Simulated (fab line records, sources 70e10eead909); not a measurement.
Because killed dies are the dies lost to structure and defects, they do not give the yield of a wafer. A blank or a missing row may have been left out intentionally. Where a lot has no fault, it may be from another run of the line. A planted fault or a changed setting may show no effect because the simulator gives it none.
fab line records ; flow nand-harc
record lots=6; wafers=18; last-day=33
route steps=1302 shown A_WL_FILL@954 END@1302
lots that met no fault: taken from a fault-free run of the same line
start-h: the number of hours between the record's first day and the start of the first shown wafer of the lot ; wait-h: how many hours have passed since the lot's step before this one ; " the same as in the row above ; L1.1+2: several wafers, shown together as one row ; - either no value or no given start ; * or withheld: withheld ; < > ~ a bound
route shown NAME@n: NAME is a module with steps in the file, n the number in the route of the first one ; usual: mean/standard deviation of fault-free wafers ; same: alike in all rows ; chamber/n: place in a boat ; sites: each site's reading ; _std_site: how widely they spread, as a standard deviation ; _edge_site: the outer-site mean with the inner-site mean subtracted ; radius-mm: how far each site lies from the wafer's centre ; mask NAME#n: copy n ; behind: the most recent tool/chamber to have shaped the wafer ; hold: the reason the lot was held/the length of the hold in hours/how it ended ; device: whichever transistor did not switch (one of n, p or np) ; end of line: the same wafers' tests at the end of the route ; a step given without rows: its recipe and nothing more ; killed: dies that structure and defects cost at the first sort, which is not the same as the wafer's yield ; map: a wafer's dies, marking killed ones x, the rest . and places with no die _
set.NAME: the setting as run; set.NAME@STEP: as run at that earlier step ; model.NAME: the simulator's own value behind a step, which no gauge read
a table for each step, a row for each wafer; lots at some steps of the route
services: a tool's chamber out of use, with start hour (start-h, from the record's first day; less than 0 if before it), hours out, and reason
## steps
# step NHARC_A_WL_FILL_ALD_02
# recipe target-thk-a=20; pulse-time-s=3; ald-cycles=100; temp-c=450; material=TiN
# step NHARC_A_WL_FILL_CVD_03
# recipe target-thk-a=400; temp-c=300; pressure-torr=40; wf6-flow-sccm=40; h2-flow-sccm=1600; ar-flow-sccm=1560; time-s=279; material=W
# usual heater-power-w=472/31; mfc-wf6-sccm=40.00/0.12; throttle-valve-pct=7.9/0.37
# same time-s=279
lot.wafer;tool;chamber;start-h;wait-h;heater-power-w;mfc-wf6-sccm;throttle-valve-pct
L956.1;cvd-w-01;0;500.95;0.1;422;39.87;8.3
L956.6;cvd-w-01;1;500.95;0.1;481;40.09;8.1
L956.5;cvd-w-01;0;500.95;0.1;432;39.81;7.8
L955.2;cvd-w-02;1;500.97;0.1;470;40.07;8.0
L955.4;cvd-w-02;1;500.97;0.1;458;39.96;7.6
L955.6;cvd-w-02;0;500.97;0.1;492;39.99;7.2
L957.1;cvd-w-02;0;525.09;0.1;493;39.98;7.1
L957.6;cvd-w-02;1;525.09;0.1;459;39.83;7.8
L957.5;cvd-w-02;0;525.09;0.1;499;39.90;7.6
L969.1;cvd-w-02;1;647.26;0.1;490;39.95;8.1
L969.4;cvd-w-02;1;647.26;0.1;495;40.10;7.6
L969.5;cvd-w-02;0;647.26;0.1;520;40.01;7.5
L971.2;cvd-w-01;0;665.70;0.2;408;39.70;8.0
L971.1;cvd-w-01;1;665.70;0.2;481;40.16;8.6
L971.3;cvd-w-01;1;665.70;0.2;454;40.07;8.5
L974.2;cvd-w-01;0;693.67;0.1;410;40.07;8.2
L974.3;cvd-w-01;1;693.67;0.1;477;40.09;8.4
L974.5;cvd-w-01;1;693.67;0.1;468;40.04;8.3
# step NHARC_A_WL_FILL_ETCHBACK_04
# recipe target-depth-a=600; time-s=120; chemistry=NF3
# usual chamber-pressure-mTorr=300.02/0.29; drypump-motor-current-A=5.7/0.45; he-backside-leak-sccm=3.37/0.24; oes-product-au=0.997/0.0097; run-length-s=141.4/0.52
# same time-s=120
lot.wafer;tool;chamber;start-h;wait-h;chamber-pressure-mTorr;drypump-motor-current-A;he-backside-leak-sccm;oes-product-au;rf-hours-counter-h;run-length-s
L955.2;rie-metal-03;1;501.29;0.3;300.19;5.7;3.39;0.998;2.6;141.2
L955.4;rie-metal-03;1;501.29;0.3;300.05;5.7;3.39;0.995;-;141.4
L955.6;rie-metal-03;1;501.29;0.3;300.27;5.7;3.46;0.987;-;141.4
L956.1;rie-metal-01;1;501.30;0.3;299.65;6.4;3.37;0.992;1.4;141.6
L956.6;rie-metal-01;0;501.30;0.3;300.12;5.4;3.02;1.004;-;140.8
L956.5;rie-metal-01;1;501.30;0.3;300.06;6.4;3.34;1.002;-;141.5
L957.1;rie-metal-01;0;525.43;0.3;299.66;5.4;3.46;0.991;1.9;140.8
L957.5;rie-metal-01;1;525.43;0.3;299.14;6.4;3.44;0.990;-;142.0
L957.6;rie-metal-01;0;525.43;0.3;300.29;5.4;3.52;1.002;-;140.9
L969.1;rie-metal-01;1;647.57;0.3;299.84;6.4;3.45;0.981;1.0;141.4
L969.4;rie-metal-01;1;647.57;0.3;299.92;6.4;3.39;0.990;-;141.9
L969.5;rie-metal-01;1;647.57;0.3;299.63;6.4;3.46;0.989;-;141.5
L971.1;rie-metal-01;1;666.09;0.3;300.00;6.4;3.49;0.995;1.5;141.4
L971.2;rie-metal-01;0;666.09;0.3;300.13;5.4;3.17;0.986;1.5;140.8
L971.3;rie-metal-01;1;666.09;0.3;299.82;6.4;3.35;0.985;-;141.4
L974.2;rie-metal-02;1;694.03;0.3;300.29;6.2;3.14;0.986;0.8;141.2
L974.3;rie-metal-02;0;694.03;0.3;300.03;4.9;3.64;0.973;-;140.4
L974.5;rie-metal-02;0;694.03;0.3;300.02;4.9;3.61;0.985;-;141.3
# step NHARC_A_WL_FILL_ETCHBACK_05
# recipe target-depth-a=220; time-s=60; temp-c=40; chemistry=Cl2/BCl3
# step NHARC_A_WL_FILL_STRIP_27
# recipe power-w=1500; temp-c=250; time-s=20; chemistry=N2/H2
# usual drypump-motor-current-A=6.1/0.59; heater-power-w=356/37
# same time-s=20
lot.wafer;tool;chamber;start-h;wait-h;drypump-motor-current-A;heater-power-w;rf-hours-counter-h
L956.1;plasma-asher-01;1;501.67;0.1;6.4;362;29
L956.6;plasma-asher-01;0;501.67;0.1;6.7;378;-
L956.5;plasma-asher-01;1;501.67;0.1;6.4;381;-
L955.2;plasma-asher-02;1;501.70;0.1;6.3;297;14
L955.4;plasma-asher-02;1;501.70;0.1;6.3;300;-
L955.6;plasma-asher-02;1;501.70;0.1;6.3;299;-
L957.1;plasma-asher-02;0;525.81;0.2;5.2;362;21
L957.5;plasma-asher-02;1;525.81;0.2;6.3;301;-
L957.6;plasma-asher-02;0;525.81;0.2;5.1;347;-
L969.1;plasma-asher-01;0;647.98;0.1;6.6;371;23
L969.4;plasma-asher-01;1;647.98;0.1;6.5;400;-
L969.5;plasma-asher-01;1;647.98;0.1;6.4;401;-
L971.1;plasma-asher-01;1;666.47;0.1;6.4;395;27
L971.2;plasma-asher-01;0;666.47;0.1;6.6;370;27
L971.3;plasma-asher-01;1;666.47;0.1;6.4;403;-
L974.2;plasma-asher-01;0;694.40;0.1;6.6;372;32
L974.3;plasma-asher-01;1;694.40;0.1;6.4;403;-
L974.5;plasma-asher-01;1;694.40;0.1;6.4;405;-
# step NHARC_A_WL_FILL_STRIP_28
# recipe time-s=1200; temp-c=72.5; chemistry=post-etch-residue-remover
# step NHARC_A_WL_FILL_PRECLEAN_06
# recipe time-s=300; chemistry=DIW
# step NHARC_A_WL_FILL_SRD_07
# step NHARC_A_WL_FILL_ANNEAL_08
# recipe temp-c=450; time-s=1800
# step NHARC_A_WL_FILL_ALD_10
# recipe target-thk-a=500; pulse-time-s=10; ald-cycles=500; temp-c=300; material=SiO2
# usual heater-power-w=454/56; precursor-pulse-height-rel=0.998/0.019
# same ald-cycles=500; pulse-time-s=10
lot.wafer;tool;chamber;start-h;wait-h;heater-power-w;precursor-pulse-height-rel
L956.1;ald-hk-04;0;507.45;0.6;557;0.992
L956.5;ald-hk-04;3;509.00;2.1;434;1.007
L956.6;ald-hk-04;0;509.00;2.1;568;0.972
L955.2;ald-hk-02;1;507.45;0.6;386;1.004
L955.4;ald-hk-02;3;508.49;1.6;416;1.012
L955.6;ald-hk-02;0;508.49;1.6;433;0.984
L957.1;ald-hk-03;3;531.11;0.1;421;0.991
L957.5;ald-hk-03;3;535.22;4.2;410;1.006
L957.6;ald-hk-03;0;536.25;5.2;423;0.987
L969.1;ald-hk-04;1;659.64;4.5;424;0.987
L969.4;ald-hk-04;2;659.64;4.5;396;1.011
L969.5;ald-hk-04;0;661.19;6.0;552;1.027
L971.1;ald-hk-03;2;672.67;0.1;500;0.997
L971.3;ald-hk-03;0;673.70;1.1;423;0.988
L971.2;ald-hk-03;1;673.70;1.1;521;0.999
L974.2;ald-hk-03;0;703.60;1.6;419;1.003
L974.3;ald-hk-03;2;704.62;2.6;502;0.966
L974.5;ald-hk-03;0;705.65;3.6;424;1.004
# step NHARC_A_WL_FILL_ETCHBACK_16
# recipe target-depth-a=1200; time-s=24; c4f8-flow-sccm=withheld; o2-flow-sccm=8; ar-flow-sccm=withheld; rf-w=600; bias-w=800; chemistry=C4F8/O2/Ar
# usual bias-w=799.8/2.5; chamber-pressure-mTorr=25.002/0.022; oes-product-au=0.97/0.035; rf-vpp-V=723/3.7; run-length-s=45.4/0.41
lot.wafer;tool;chamber;start-h;wait-h;bias-w;chamber-pressure-mTorr;oes-product-au;rf-hours-counter-h;rf-vpp-V;run-length-s
L956.1;rie-diel-04;1;511.60;-;797.8;25.032;0.90;4.0;729;44.8
L956.6;rie-diel-04;1;511.60;-;796.3;25.008;0.91;-;729;45.3
L956.5;rie-diel-04;2;511.60;-;800.8;24.988;0.93;-;723;46.2
L955.4;rie-diel-10;2;511.61;-;804.3;24.987;0.95;1.7;724;45.3
L955.2;rie-diel-10;3;511.61;-;802.8;24.948;0.96;1.7;722;45.5
L955.6;rie-diel-10;0;511.61;-;796.4;24.988;0.96;-;725;45.8
L957.1;rie-diel-13;2;538.84;-;803.4;25.007;0.99;1.1;731;45.9
L957.6;rie-diel-13;0;538.84;-;800.1;25.024;1.01;-;721;45.0
L957.5;rie-diel-13;1;538.84;-;804.8;24.992;1.00;-;718;45.3
L969.1;rie-diel-13;2;663.30;-;-;25.015;0.99;8.8;729;35.3
L969.5;rie-diel-13;3;663.30;-;800.0;25.050;0.99;-;725;44.8
L969.4;rie-diel-13;0;663.30;-;798.9;25.030;1.00;-;722;45.2
L971.1;rie-diel-13;0;677.30;-;799.8;24.974;0.92;10.2;721;44.8
L971.3;rie-diel-13;2;677.30;-;-;25.038;0.91;9.0;728;34.7
L971.2;rie-diel-13;3;677.30;-;798.7;24.959;0.91;10.3;725;45.0
L974.2;rie-diel-10;1;708.24;-;798.6;24.993;0.98;1.9;718;44.9
L974.3;rie-diel-10;2;708.24;-;797.0;24.995;0.98;2.9;722;45.3
L974.5;rie-diel-10;0;708.24;-;798.4;25.010;0.98;-;726;46.3
# step NHARC_A_WL_FILL_STRIP_29
# recipe time-s=20; o2-flow-sccm=500; ar-flow-sccm=0; bias-w=0; chemistry=O2
# usual chamber-pressure-mTorr=60.00/0.057; drypump-motor-current-A=5.5/0.46; oes-product-au=0.995/0.011; rf-vpp-V=57.9/0.94; showerhead-plenum-p-Torr=3.54/0.12; throttle-valve-pct=17.036/0.0092
# same bias-w=0; time-s=20
lot.wafer;tool;chamber;start-h;wait-h;chamber-pressure-mTorr;drypump-motor-current-A;oes-product-au;rf-hours-counter-h;rf-vpp-V;showerhead-plenum-p-Torr;throttle-valve-pct
L955.2;rie-diel-10;3;511.69;0.1;59.97;4.8;1.010;1.7;57.2;3.47;17.044
L955.4;rie-diel-10;1;511.69;0.1;59.96;4.9;1.005;1.6;57.5;3.35;17.033
L955.6;rie-diel-10;2;511.69;0.1;60.01;5.4;0.980;-;58.7;3.53;17.046
L956.1;rie-diel-04;3;511.70;0.1;59.99;5.1;1.007;4.2;56.4;3.70;17.019
L956.6;rie-diel-04;1;511.70;0.1;60.02;5.1;0.987;-;57.6;3.70;17.036
L956.5;rie-diel-04;2;511.70;0.1;59.95;5.9;1.003;-;57.7;3.53;17.042
L957.1;rie-diel-13;2;538.92;0.1;59.97;6.3;0.976;1.1;58.7;3.73;17.045
L957.5;rie-diel-13;1;538.92;0.1;60.09;5.4;0.978;-;55.8;3.36;17.043
L957.6;rie-diel-13;2;538.92;0.1;59.99;6.2;0.973;-;58.1;3.73;17.032
L969.1;rie-diel-13;2;663.40;0.1;60.07;6.2;0.981;8.8;58.0;3.73;17.055
L969.5;rie-diel-13;3;663.40;0.1;60.00;6.0;0.986;-;57.9;3.58;17.044
L969.4;rie-diel-13;0;663.40;0.1;59.94;5.9;1.002;-;57.6;3.46;17.023
L971.2;rie-diel-13;0;677.42;0.1;60.00;5.9;0.997;10.2;57.4;3.46;17.053
L971.1;rie-diel-13;2;677.42;0.1;60.00;6.3;0.978;9.1;58.3;3.73;17.037
L971.3;rie-diel-13;3;677.42;0.1;59.96;5.9;0.979;10.3;58.6;3.58;17.043
L974.2;rie-diel-10;3;708.33;0.1;59.99;4.8;1.009;2.9;57.8;3.47;17.029
L974.3;rie-diel-10;1;708.33;0.1;59.99;4.9;0.997;1.9;57.5;3.35;17.033
L974.5;rie-diel-10;3;708.33;0.1;60.03;4.8;1.008;-;58.2;3.47;17.030
# step NHARC_END_SORT_01
# recipe temp-c=25
# usual killed-at-array=59/20; killed-at-other=0.8/1.2; killed-at-periphery=3.5/2.2; killed-dies=63/20; killed-open=3.3/1.8; killed-short=2.6/1.7
# same gross-dies=677
lot.wafer;tool;chamber;start-h;wait-h;killed-at-array;killed-at-other;killed-at-periphery;killed-dies;killed-open;killed-short
L956.1;prober-02;0;595.73;2.5;46;0;3;49;4;3
L956.5;prober-02;0;598.92;3.7;45;5;4;54;2;5
L956.6;prober-02;0;599.71;4.0;44;2;4;50;1;2
L957.1;prober-02;0;627.03;2.5;69;0;7;76;5;6
L957.5;prober-02;0;630.24;3.7;63;0;11;74;3;3
L957.6;prober-02;0;631.04;4.0;59;0;4;63;6;3
L969.1;prober-02;0;747.21;2.5;45;0;6;51;10;2
L969.4;prober-02;0;749.60;3.4;43;0;1;44;3;4
L969.5;prober-02;0;750.39;3.7;32;0;1;33;4;2
# killed by level:class
L956.1 A_CHANNEL_HOLE_D2:chamber-film-flake=26 A_CONTACT:chamber-film-flake=6 A_CHANNEL_HOLE_D1:chamber-film-flake=3 A_DECK1_JOINT:geometric-particle:open=2 A_DECK1_JOINT:chamber-film-flake=2 A_STAIRCASE:chamber-film-flake=2 P_M0:geometric-particle:open=1 A_ONON_D1:geometric-particle:open=1
L956.5 A_CHANNEL_HOLE_D2:chamber-film-flake=27 A_CHANNEL_HOLE_D1:chamber-film-flake=6 THIN_TSV:chamber-film-flake=5 A_CONTACT:chamber-film-flake=4 P_GATE:geometric-particle:short=2 A_STAIRCASE:chamber-film-flake=2 A_ONON_D1:geometric-particle:short=1 A_DECK1_JOINT:geometric-particle:short=1
L956.6 A_CHANNEL_HOLE_D2:chamber-film-flake=29 A_CONTACT:chamber-film-flake=7 A_CHANNEL_HOLE_D1:chamber-film-flake=3 P_ZERO_WELL:chamber-film-flake=2 A_STAIRCASE:chamber-film-flake=2 THIN_TSV:chamber-film-flake=2 P_M0:geometric-particle:short=1 A_CHANNEL_FILL_D1:geometric-particle:short=1
L957.1 A_SLIT:chamber-film-flake=32 A_CHANNEL_HOLE_D2:chamber-film-flake=17 A_CONTACT:chamber-film-flake=5 P_BONDPAD:chamber-film-flake=4 A_WL_FILL:geometric-particle:short=2 A_M1:geometric-particle:open=2 A_WL_FILL:chamber-film-flake=2 P_CONTACT:geometric-particle:open=1
L957.5 A_SLIT:chamber-film-flake=31 A_CHANNEL_HOLE_D2:chamber-film-flake=13 A_CONTACT:chamber-film-flake=7 A_CHANNEL_HOLE_D1:chamber-film-flake=5 P_ZERO_WELL:chamber-film-flake=4 P_BONDPAD:chamber-film-flake=3 P_M0:geometric-particle:open=1 P_M1:geometric-particle:short=1
L957.6 A_SLIT:chamber-film-flake=31 A_CHANNEL_HOLE_D2:chamber-film-flake=10 A_CONTACT:chamber-film-flake=5 A_CHANNEL_FILL_D1:geometric-particle:open=3 P_M0:geometric-particle:open=2 A_CHANNEL_HOLE_D1:chamber-film-flake=2 A_DECK1_JOINT:chamber-film-flake=2 P_M1:geometric-particle:short=1
L969.1 A_CHANNEL_HOLE_D1:chamber-film-flake=10 A_SLIT:chamber-film-flake=8 A_CONTACT:chamber-film-flake=7 A_M1:chamber-film-flake=5 P_CONTACT:geometric-particle:open=2 A_DECK1_JOINT:geometric-particle:open=2 A_M0:geometric-particle:open=2 A_STAIRCASE:chamber-film-flake=2
L969.4 A_CHANNEL_HOLE_D1:chamber-film-flake=12 A_CONTACT:chamber-film-flake=9 A_M1:chamber-film-flake=7 A_SLIT:chamber-film-flake=4 A_ONON_D2:geometric-particle:short=2 A_WL_FILL:chamber-film-flake=2 A_ONON_D1:geometric-particle:short=1 A_CHANNEL_FILL_D1:geometric-particle:short=1
L969.5 A_CHANNEL_HOLE_D1:chamber-film-flake=10 A_CONTACT:chamber-film-flake=8 A_ONON_D2:geometric-particle:open=2 A_STAIRCASE:chamber-film-flake=2 A_M1:chamber-film-flake=2 A_M0:geometric-particle:short=1 A_ONON_D1:geometric-particle:short=1 A_CHANNEL_FILL_D1:geometric-particle:open=1
## services
tool;chamber;start-h;hours;kind
cvd-w-02;-;510.69;0.7;repair
cvd-w-01;-;512.58;2.3;repair
rie-metal-01;-;517.32;0.3;repair
rie-diel-13;-;519.00;9.0;pm
plasma-asher-01;-;519.15;9.0;pm
plasma-asher-01;-;529.12;5.2;repair
cvd-w-01;-;547.14;13.0;pm
rie-diel-10;3;557.18;6.6;repair
rie-diel-13;2;566.82;20.7;repair
rie-metal-01;-;575.06;9.0;pm
rie-diel-13;-;593.27;1.7;repair
cvd-w-01;-;593.44;1.3;repair
rie-diel-10;2;595.52;4.3;repair
rie-diel-10;-;596.50;9.0;pm
rie-diel-13;2;600.14;2.2;repair
rie-diel-13;1;601.44;10.2;repair
rie-diel-13;3;611.26;7.2;repair
cvd-w-02;-;631.00;13.0;pm
rie-diel-13;1;636.39;49.8;repair
rie-diel-10;1;655.57;18.1;repair
rie-metal-01;-;660.35;0.4;repair
rie-diel-13;-;696.00;9.0;pm
plasma-asher-01;-;696.20;9.0;pm
rie-metal-01;-;705.38;1.4;repair
## key
first-sign step=NHARC_A_WL_FILL_ETCHBACK_16; reading=run-length-s; direction=down; sigmas=25; usual=*; struck=*
effect none on later readings
met-at NHARC_A_WL_FILL_ETCHBACK_16
struck-wafers L969.1,L971.3
tester-left-out L969,L971
onset-between 538.84 663.30
fault kind=process-parameter-drift; tool=rie-diel-13; chamber=2; onset-h=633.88; steps=NHARC_A_WL_FILL_ETCHBACK_16; channel=time-s; offset=*; shape=step; end-h=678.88; acts-in=*; stated=*
# tester-left-out: of these lots the tester's yield and bins aren't shown, on N5 and GAA mostly nor the transistor test; their killed dies are dies lost to structure and defects alone, not to doping, threshold or leakage, so they don't give the yield
